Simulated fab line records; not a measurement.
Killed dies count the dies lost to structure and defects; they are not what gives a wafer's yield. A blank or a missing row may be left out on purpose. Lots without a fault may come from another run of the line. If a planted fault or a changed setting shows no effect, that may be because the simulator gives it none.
Chamber matching + flow n5Finfet + rieDiel-05 running N5_BEOL_M1_DESCUM_16: 4 sister chambers
The step chemistry O2, time 7 s. 4 wafers are shown with their chamber, then 10 later ones without.

== WAFERS PAIRED WITH THEIR CHAMBERS ==
| wafer  | chamber | throttleValvePct (%) |
|--------|---------|----------------------|
| L084.6 | 3       | 20.9                 |
| L092.5 | 1       | 20.4                 |
| L093.1 | 2       | 20.0                 |
| L093.4 | 0       | 20.8                 |

== WAFERS WITHOUT THEIR CHAMBER ==
| wafer  | throttleValvePct (%) |
|--------|----------------------|
| L093.5 | 20.0                 |
| L096.4 | 20.0                 |
| L096.5 | 20.6                 |
| L096.6 | 20.8                 |
| L095.1 | 20.8                 |
| L095.3 | 20.4                 |
| L095.4 | 20.6                 |
| L097.1 | 20.8                 |
| L097.2 | 20.0                 |
| L097.5 | 20.6                 |

== WHICH CHAMBER EACH WENT THROUGH ==
| wafer  | from the rows above          | in truth |
|--------|------------------------------|----------|
| L093.5 | 2                            | 2        |
| L096.4 | 2                            | 2        |
| L096.5 | can't be placed: 0 or 1 or 3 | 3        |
| L096.6 | can't be placed: 0 or 3      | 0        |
| L095.1 | can't be placed: 0 or 3      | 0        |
| L095.3 | 1                            | 1        |
| L095.4 | can't be placed: 0 or 1 or 3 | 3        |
| L097.1 | can't be placed: 0 or 3      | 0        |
| L097.2 | 2                            | 2        |
| L097.5 | can't be placed: 0 or 1 or 3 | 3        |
4 of 10 placed correctly. Can't be placed from these rows: 6 (the true chamber is among the candidates in 6). Placed wrongly: 0.
How it was worked out, from the rows above alone: a wafer's distance from a chamber is the root of the sum, over the readings, of the square of ((its reading less the chamber's mean) divided by the reading's scatter). If the next closest chamber is less than 2 further off than the closest, the wafer can't be placed; otherwise it belongs to the closest. For every chamber, the mean is computed from those of its wafers that are shown. The scatter: root of mean squared gap, hidden wafer to nearest shown wafer, with one shown wafer a chamber.
